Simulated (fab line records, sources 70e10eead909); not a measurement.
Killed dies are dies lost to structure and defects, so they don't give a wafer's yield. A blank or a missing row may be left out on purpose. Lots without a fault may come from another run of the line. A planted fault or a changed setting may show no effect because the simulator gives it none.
Which tool did it? | flow nand_harc | 6 lots, 18 wafers sampled, at 1 step of a route of 1159

WHAT THE GAUGES READ, wafer by wafer
NHARC_P_CONTACT_CD_MEAS_19.
lot  | measured     | on        | cd_nm (nm)
L818 | day 6 07:25  | cd_sem-01 | 87.8 88.7 86.7
L821 | day 7 04:56  | cd_sem-03 | 90.3 92.5 91.4
L823 | day 7 15:01  | cd_sem-01 | 92.3 91.2 89.1
L825 | day 8 05:17  | cd_sem-03 | 86.0 87.0 90.2
L827 | day 8 21:47  | cd_sem-03 | 90.8 89.1 87.5
L832 | day 10 01:26 | cd_sem-03 | 87.3 89.3 89.2

WHICH TOOL RAN EACH LOT (tool, then ch and the chambers of the sampled wafers, then the start)
The record holds no process step before these readings.

THE ANSWER, worked out from the rows above alone
Rule: what is usual is taken from the lots themselves. Put in order of their means at a reading, lots are off if they are a third of the lots or fewer, leave a main group of 4 or more, and stand apart from it by a gap of 3 or more times the standard deviation of the main group's means; of several such gaps the widest counts. A main group whose means are all the same, to the digits that the tables above print for the reading, isn't used. A lot without any number at a reading at which 4 lots or more have one is off too. The other lots that the step has rows for count as sound.
No lot is off at any reading shown: from this, nothing can be told.

WHAT THE SIMULATOR HAD PUT IN
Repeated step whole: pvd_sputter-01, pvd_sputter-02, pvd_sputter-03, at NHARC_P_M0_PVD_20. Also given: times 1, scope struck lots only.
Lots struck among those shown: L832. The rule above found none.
